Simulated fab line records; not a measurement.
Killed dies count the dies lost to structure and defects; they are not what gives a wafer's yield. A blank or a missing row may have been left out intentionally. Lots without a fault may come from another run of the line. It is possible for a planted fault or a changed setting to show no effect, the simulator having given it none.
fab line records	flow n5Finfet
record lots=11	wafers=33	lastDay=20
route steps=1938 shown BEOL_M4@1082 PASSIVATION@1936
lots with no fault: from the same line, run without faults
startH: hours from the record's first day to the start of the lot's first wafer shown	waitH: hours from the lot's prior step to this one	" same as the row above	L1.1+2: a single row standing in for several wafers	- no value present, or no start provided	* or withheld: withheld	< > ~ a bound
route shown NAME@n: NAME is a module with steps in the file, n the number in the route of the first one	usual: mean/standard deviation taken from wafers without a fault	same: alike in all rows	chamber/n: place in a boat	sites: each site's reading	_std_site: their standard deviation	_edge_site: mean of outer sites minus mean of inner sites	radiusMm: for every site, how far away it sits from the centre of the wafer	mask NAME#n: copy n	behind: the most recent tool/chamber to have shaped the wafer	hold: cause of the lot's hold/its duration in hours/its outcome	device: the n, p or np transistor that did not switch	end of line: at the end of the route, the tests of the same wafers	where a step has no rows: the recipe by itself	killed: not the wafer's yield, but the dies lost to structure and defects at the first sort	map: per-die view of a wafer (x killed, . not killed, _ where there is no die)
set.NAME: the setting that was run; set.NAME@STEP: the one run at that earlier step	model.NAME: the simulator's own value behind a step, which no gauge read
steps of the route over a sample of lots; a table a step, a row a wafer
services: the hour from which a tool's chamber was out of use, counted from the record's first day as startH (under 0 if before that day), plus the number of hours and why
## steps
# step N5_BEOL_M4_SURFACE_TREAT_85
# recipe gas=Ar	timeS=*	ionEnergyEv=*	ionCurrentMaCm2=0.5	pressureMtorr=*	arFlowSccm=30
# usual throttleValvePct=*
lot.wafer	tool	chamber	startH	waitH	throttleValvePct
L587.1	pvdSputter-02	-	215.64	0.3	*
L587.3	"	-	"	"	*
L587.5	"	-	"	"	*
L586.3	pvdSputter-03	-	221.65	0.4	*
L586.4	"	-	"	"	*
L586.5	"	-	"	"	*
L584.1	pvdSputter-03	-	224.26	0.1	*
L584.4	"	-	"	"	*
L584.5	"	-	"	"	*
L592.1	pvdSputter-03	-	252.52	0.3	*
L592.2	"	-	"	"	*
L592.6	"	-	"	"	*
L595.2	pvdSputter-01	-	276.13	0.2	*
L595.3	"	-	"	"	*
L595.4	"	-	"	"	*
L593.2	pvdSputter-02	-	279.37	0.1	*
L593.4	"	-	"	"	*
L593.5	"	-	"	"	*
L602.3	pvdSputter-01	-	313.75	0.2	*
L602.5	"	-	"	"	*
L602.6	"	-	"	"	*
L603.2	pvdSputter-03	-	318.53	0.1	*
L603.3	"	-	"	"	*
L603.6	"	-	"	"	*
L601.1	pvdSputter-01	-	318.82	0.2	*
L601.3	"	-	"	"	*
L601.6	"	-	"	"	*
L604.1	pvdSputter-01	-	347.47	0.2	*
L604.2	"	-	"	"	*
L604.3	"	-	"	"	*
L606.3	pvdSputter-02	-	378.00	0.1	*
L606.5	"	-	"	"	*
L606.6	"	-	"	"	*
# step N5_BEOL_M4_SPUTTER_88
# recipe material=Cu	targetThkA=45	tempC=-20	chamberPressurePa=0.07	powerW=withheld	timeS=8.29
# usual chamberPressurePa=0.07002/0.00015	chuckGasFlowSccm=1.26/0.054	throttleValvePct=29.7/0.92
lot.wafer	tool	chamber	startH	waitH	chamberPressurePa	chuckGasFlowSccm	throttleValvePct
L587.1	pvdSputter-01	-	216.97	0.1	0.07018	1.31	28.8
L587.3	"	-	"	"	0.06988	1.24	28.7
L587.5	"	-	"	"	0.07032	1.27	29.9
L586.3	pvdSputter-02	-	224.03	0.1	0.06998	1.24	29.9
L586.4	"	-	"	"	0.0701	1.29	29.5
L586.5	"	-	"	"	0.06983	1.21	29.7
L584.1	pvdSputter-03	-	225.36	0.1	0.07002	1.18	29.9
L584.4	"	-	"	"	0.07016	1.27	31.4
L584.5	"	-	"	"	0.07002	1.24	30.1
L592.1	pvdSputter-01	-	254.56	0.1	0.06982	1.25	29.9
L592.2	"	-	"	"	0.06988	1.33	28.5
L592.6	"	-	"	"	0.07014	1.27	28.5
L595.2	pvdSputter-01	-	277.41	0.1	0.07021	1.22	28.5
L595.3	"	-	"	"	0.06998	1.36	31.5
L595.4	"	-	"	"	0.06991	1.35	28.5
L593.2	pvdSputter-02	-	282.16	0.1	0.0701	1.26	29.4
L593.4	"	-	"	"	0.07005	1.33	28.3
L593.5	"	-	"	"	0.07005	1.38	29.6
L602.3	pvdSputter-01	-	315.07	0.1	0.06973	1.31	28.6
L602.5	"	-	"	"	0.06987	1.21	28.6
L602.6	"	-	"	"	0.07009	1.31	31.2
L603.2	pvdSputter-03	-	319.63	0.1	0.07004	1.30	29.2
L603.3	"	-	"	"	0.06988	1.28	30.0
L603.6	"	-	"	"	0.07001	1.29	31.0
L601.1	pvdSputter-03	-	321.47	0.1	0.07011	1.32	29.2
L601.3	"	-	"	"	0.07026	1.29	31.5
L601.6	"	-	"	"	0.07009	1.29	30.0
L604.1	pvdSputter-01	-	348.87	0.1	0.07014	1.27	28.7
L604.2	"	-	"	"	0.07017	1.26	28.6
L604.3	"	-	"	"	0.06977	1.24	30.1
L606.3	pvdSputter-02	-	379.12	0.1	0.06987	1.22	28.7
L606.5	"	-	"	"	0.07011	1.26	29.6
L606.6	"	-	"	"	0.0699	1.18	30.0
# step N5_BEOL_M4_DEP_57
# recipe material=SiCN	targetThkA=80	tempC=withheld	precursor=3MS/NH3	pressureTorr=3	rfW=202	timeS=14
# usual chamberPressureTorr=3.000/0.0065	rfFwdPowerW=199.4/1.1	showerheadPlenumPTorr=3.657/0.017	throttleValvePct=9.0/0.5
lot.wafer	tool	chamber	startH	waitH	chamberPressureTorr	rfFwdPowerW	showerheadPlenumPTorr	sinceWetCleanH	throttleValvePct
L587.1	pecvd-01	1	218.84	0.0	2.997	200.5	3.638	1466	8.4
L587.3	"	0	"	"	2.994	198.8	3.666	-	9.7
L587.5	"	1	"	"	3.007	201.4	3.631	-	8.4
L586.3	pecvd-02	0	226.00	0.0	3.000	200.0	3.672	1292	9.8
L586.4	"	2	"	"	3.011	197.5	3.626	-	9.2
L586.5	"	0	"	"	2.999	199.6	3.682	-	9.2
L584.1	pecvd-01	1	227.26	0.0	2.999	201.0	3.635	1475	8.5
L584.4	"	0	"	"	3.004	198.0	3.669	-	9.4
L584.5	"	0	"	"	3.002	198.2	3.668	-	9.3
L592.1	pecvd-01	0	256.88	0.0	-	-	-	-	-
L592.2	"	1	"	"	-	-	-	-	-
L592.6	"	2	"	"	-	-	-	-	-
L595.2	pecvd-03	0	279.28	0.0	-	-	-	-	-
L595.3	"	2	"	"	-	-	-	-	-
L595.4	"	0	"	"	-	-	-	-	-
L593.2	pecvd-01	2	284.18	0.0	-	-	-	-	-
L593.4	"	2	"	"	-	-	-	-	-
L593.5	"	0	"	"	-	-	-	-	-
L602.3	pecvd-01	0	316.93	0.0	2.999	199.1	3.660	840	9.3
L602.5	"	1	"	"	2.993	201.0	3.638	-	8.3
L602.6	"	0	"	"	3.000	198.1	3.659	-	9.7
L603.2	pecvd-03	1	321.49	0.0	3.009	201.1	3.649	1932	8.9
L603.3	"	2	"	"	3.013	198.9	3.669	453	8.1
L603.6	"	0	"	"	2.999	199.5	3.663	-	9.7
L601.1	pecvd-01	2	323.34	0.0	3.007	199.1	3.641	92	8.8
L601.3	"	1	"	"	3.006	200.8	3.639	-	8.4
L601.6	"	1	"	"	2.985	200.3	3.632	-	8.4
L604.1	pecvd-01	1	350.74	0.0	3.007	200.8	3.636	1598	8.3
L604.2	"	0	"	"	2.997	198.7	3.669	873	9.7
L604.3	"	2	"	"	3.002	198.5	3.657	119	9.0
L606.3	pecvd-01	0	380.98	0.0	3.001	199.4	3.658	904	9.7
L606.5	"	1	"	"	3.001	200.0	3.639	-	8.6
L606.6	"	2	"	"	2.998	198.4	3.645	-	8.8
# step N5_BEOL_M4_RC_MEAS_101
# usual DIBL_N=36.3/1.6	DIBL_P=36.4/2.1	IOFF_N=0.16/0.032	IOFF_P=0.22/0.044	ION_N=675/12	ION_P=463/8.3	SS_N=71.6/0.64	SS_P=73.3/0.67	VT_N=250/3.3	VT_P=-250/3.7
lot.wafer	tool	chamber	startH	waitH	DIBL_N[mV/V]	DIBL_P[mV/V]	IOFF_N[nA/um]	IOFF_P[nA/um]	ION_N[uA/um]	ION_P[uA/um]	SS_N[mV/dec]	SS_P[mV/dec]	VT_N[mV]	VT_P[mV]
L587.1	prober-01	0	218.98	0.0	36.7	36.5	0.17	0.22	675	470	71.0	73.9	248	-249
L587.3	"	0	"	"	36.5	36.4	0.16	0.20	664	455	71.4	72.9	251	-251
L587.5	"	0	"	"	37.5	37.5	0.18	0.22	682	469	72.1	74.1	248	-248
L586.3	prober-02	0	226.43	0.3	38.8	38.2	0.18	0.23	684	466	71.7	73.9	252	-247
L586.4	"	0	"	"	35.0	33.1	0.12	0.16	666	455	70.6	73.1	256	-255
L586.5	"	0	"	"	36.4	35.1	0.15	0.20	686	464	71.9	73.5	251	-251
L584.1	prober-01	0	227.39	0.0	33.7	33.5	0.13	0.19	671	471	71.2	72.6	252	-249
L584.4	"	0	"	"	33.8	33.5	0.12	0.19	659	464	71.0	73.0	254	-249
L584.5	"	0	"	"	35.0	35.4	0.15	0.22	664	463	71.5	72.8	250	-251
L602.3	prober-02	0	317.36	0.3	34.3	32.5	0.10	0.13	642	435	70.7	72.8	257	-258
L602.5	"	0	"	"	34.8	33.8	0.12	0.14	676	460	71.0	73.8	253	-256
L602.6	"	0	"	"	33.7	31.3	0.09	0.12	651	442	70.2	71.9	258	-259
L603.2	prober-01	0	321.76	0.2	34.4	34.3	0.15	0.21	678	465	71.0	72.0	246	-247
L603.3	"	0	"	"	35.5	36.6	0.17	0.25	699	479	72.3	73.0	247	-246
L603.6	"	0	"	"	38.4	40.4	0.24	0.32	690	468	72.9	74.0	243	-243
L601.1	prober-02	0	323.48	0.0	34.9	35.0	0.14	0.19	666	465	71.3	72.3	251	-251
L601.3	"	0	"	"	37.0	37.8	0.18	0.24	681	469	71.4	73.3	246	-247
L601.6	"	0	"	"	37.3	37.6	0.18	0.23	685	467	71.3	73.4	244	-249
L604.1	prober-02	0	350.85	0.0	35.6	35.1	0.12	0.18	648	450	71.4	73.4	255	-253
L604.2	"	0	"	"	34.9	34.2	0.12	0.17	672	464	70.7	73.2	254	-251
L604.3	"	0	"	"	36.8	35.7	0.14	0.19	667	461	70.9	72.4	252	-253
L606.3	prober-01	0	381.41	0.3	35.7	34.9	0.15	0.21	665	459	71.9	72.9	250	-250
L606.5	"	0	"	"	37.1	36.6	0.17	0.23	670	462	72.6	73.0	248	-248
L606.6	"	0	"	"	35.8	35.0	0.15	0.21	680	463	72.4	72.9	253	-251
# step N5_PASSIVATION_PROBE_49
# usual defectLimitedYield=91.4/1.2	killed_at_M0_to_M3=35/11	killed_at_M4_up=14/6	killedAtContacts=12/6.7	killedAtFrontEnd=37/9.7	killedAtOther=3.5/2.5	killedDies=102/15	killedOnRim=13/3.6	killedOpen=67/12	killedShort=33/7.3	sort_bin_5_function=5.1/0.81	sort_bin_6_memory=3.2/0.65	sort_bin_8_speed=0.00/0.021	sortNPass=1078/15	sortYieldPct=91.4/1.2
# same grossDies=1180	killedAtBackSide=0	sort_bin_4_leakage[%]=0
lot.wafer	tool	chamber	startH	waitH	defectLimitedYield[%]	killed_at_M0_to_M3	killed_at_M4_up	killedAtContacts	killedAtFrontEnd	killedAtOther	killedDies	killedOnRim	killedOpen	killedShort	sort_bin_5_function[%]	sort_bin_6_memory[%]	sort_bin_8_speed[%]	sortNPass	sortYieldPct[%]
L592.1	prober-02	-	360.54	0.0	0	38	1102	23	15	2	1180	152	55	30	96.7	3.0	0	0	0
L592.2	prober-02	-	360.59	0.1	0	32	1099	14	31	4	1180	152	72	33	96.9	2.7	0	0	0
L592.6	prober-02	-	360.79	0.3	0	36	1077	26	37	4	1180	152	78	34	96.4	3.0	0	0	0
L595.2	prober-02	-	381.59	0.3	0	32	1107	12	25	4	1180	152	70	33	96.9	2.8	0	0	0
L595.3	prober-02	-	381.64	0.4	0	35	1095	14	26	10	1180	152	79	29	96.2	3.5	0	0	0
L595.4	prober-02	-	381.69	0.4	0	31	1116	4	28	1	1180	152	46	27	97.5	2.3	0	0	0
L593.2	prober-02	-	390.24	0.1	0	34	1093	10	38	5	1180	152	64	31	96.8	3.1	0	0	0
L593.4	prober-02	-	390.34	0.2	0	38	1093	5	39	5	1180	152	60	44	96.0	3.6	0	0	0
L593.5	prober-02	-	390.39	0.2	0	29	1080	27	43	1	1180	152	79	31	96.4	3.3	0	0	0
# killed by level:class
L592.1 BEOL_M4:areaDep=1094 BEOL_M2:geometricParticle:open=21 MOL_CONTACT_COAG:geometricParticle:open=16 MOL_CONTACT_COAG:geometricParticle:short=7 STI_FIN_REVEAL:geometricParticle:open=5 BEOL_M0_SAQP:geometricParticle:short=5 GATE_CUT:geometricParticle:short=4 BEOL_M2:geometricParticle:short=4
L592.2 BEOL_M4:areaDep=1074 BEOL_M4:geometricParticle:open=14 STI_FIN_REVEAL:geometricParticle:open=11 BEOL_M2:geometricParticle:open=10 MOL_CONTACT_COAG:geometricParticle:short=9 BEOL_M3:geometricParticle:open=9 FIN_SAQP:geometricParticle:short=5 MOL_CONTACT_COAG:geometricParticle:open=5
L592.6 BEOL_M4:areaDep=1064 MOL_CONTACT_COAG:geometricParticle:open=17 STI_FIN_REVEAL:geometricParticle:open=9 BEOL_M2:geometricParticle:open=9 BEOL_M3:geometricParticle:open=8 MOL_CONTACT_COAG:geometricParticle:short=7 DUMMY_GATE:geometricParticle:open=6 BEOL_M4:geometricParticle:open=6
L595.2 BEOL_M4:areaDep=1077 BEOL_M4:geometricParticle:open=14 MOL_CONTACT_COAG:geometricParticle:open=11 BEOL_M0_SAQP:geometricParticle:short=10 BEOL_M3:geometricParticle:open=6 FIN_SAQP:geometricParticle:open=5 STI_FIN_REVEAL:geometricParticle:open=5 FIN_SAQP:geometricParticle:short=4
L595.3 BEOL_M4:areaDep=1071 BEOL_M4:geometricParticle:open=15 BEOL_M3:geometricParticle:open=14 STI_FIN_REVEAL:geometricParticle:open=11 MOL_CONTACT_COAG:geometricParticle:open=10 BEOL_M0_SAQP:geometricParticle:open=6 BEOL_M1:geometricParticle:open=5 PASS1_CAP:geometricParticle:short=5
L595.4 BEOL_M4:areaDep=1106 FIN_SAQP:geometricParticle:short=9 BEOL_M0_SAQP:geometricParticle:open=5 BEOL_M1:geometricParticle:open=5 BEOL_M3:geometricParticle:open=5 FIN_SAQP:geometricParticle:open=4 STI_FIN_REVEAL:geometricParticle:open=4 BEOL_M0:geometricParticle:open=4
L593.2 BEOL_M4:areaDep=1085 BEOL_M3:geometricParticle:open=12 STI_FIN_REVEAL:geometricParticle:open=9 MOL_CONTACT_COAG:geometricParticle:open=9 FIN_SAQP:geometricParticle:short=8 FIN_SAQP:geometricParticle:open=6 BEOL_M1:geometricParticle:open=6 DUMMY_GATE:geometricParticle:open=3
L593.4 BEOL_M4:areaDep=1076 BEOL_M0_SAQP:geometricParticle:short=12 BEOL_M3:geometricParticle:open=10 GATE_CUT:geometricParticle:open=7 BEOL_M0_SAQP:geometricParticle:open=7 FIN_SAQP:geometricParticle:short=6 BEOL_M5:geometricParticle:open=5 FIN_SAQP:geometricParticle:open=4
L593.5 BEOL_M4:areaDep=1069 MOL_CONTACT_COAG:geometricParticle:open=25 FIN_SAQP:geometricParticle:open=9 FIN_SAQP:geometricParticle:short=9 GATE_CUT:geometricParticle:short=6 BEOL_M0_SAQP:geometricParticle:open=6 BEOL_M3:geometricParticle:open=6 STI_FIN_REVEAL:geometricParticle:open=5
## services
tool	chamber	startH	hours	kind
pecvd-01	2	202.38	-	clean
pecvd-01	2	202.38	-	consumableReplace:showerhead
pecvd-01	2	202.38	29.0	scheduledDown
pecvd-01	2	202.38	29.0	ventCycle
pecvd-03	-	208.14	1.6	repair
pecvd-03	1	232.77	5.5	scheduledDown
pecvd-01	-	236.93	14.6	pm
pecvd-02	0	241.45	3.9	repair
pecvd-03	0	244.60	-	calibration
pecvd-01	-	266.95	2.8	pm
pecvd-01	1	278.52	4.2	repair
pecvd-01	2	284.94	19.7	repair
pecvd-02	1	314.06	5.5	scheduledDown
pecvd-02	0	355.07	39.7	repair
pecvd-02	1	366.88	2.1	scheduledDown
pvdSputter-01	-	376.86	2.8	repair
pecvd-03	1	378.82	2.1	scheduledDown
## key
firstSign step=N5_BEOL_M4_DEP_57	reading=toolRecord	direction=missing
effect step=N5_PASSIVATION_PROBE_49	reading=killed_at_M4_up	direction=up	sigmas=99+	usual=14	struck=1096
moreKillsBornAt N5_BEOL_M4_DEP_57@pecvd-01=6462	N5_BEOL_M4_DEP_57@pecvd-03=3254
metAt N5_BEOL_M4_DEP_57
struckLots L592,L593,L595
laterRowsLeftOut L592.1,L592.2,L592.6,L593.2,L593.4,L593.5,L595.2,L595.3,L595.4
notActingAt N5_BEOL_M4_SURFACE_TREAT_85,N5_BEOL_M4_SPUTTER_88
onsetBetween 227.26 256.88
fault kind=skippedStepWhole	tool=pecvd-01,pecvd-03	chamber=-	onsetH=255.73	steps=N5_BEOL_M4_DEP_57	scope=struckLotsOnly
# laterRowsLeftOut: the simulator's readings of these wafers behind a module that went badly wrong aren't trusted and aren't shown, but for the sort
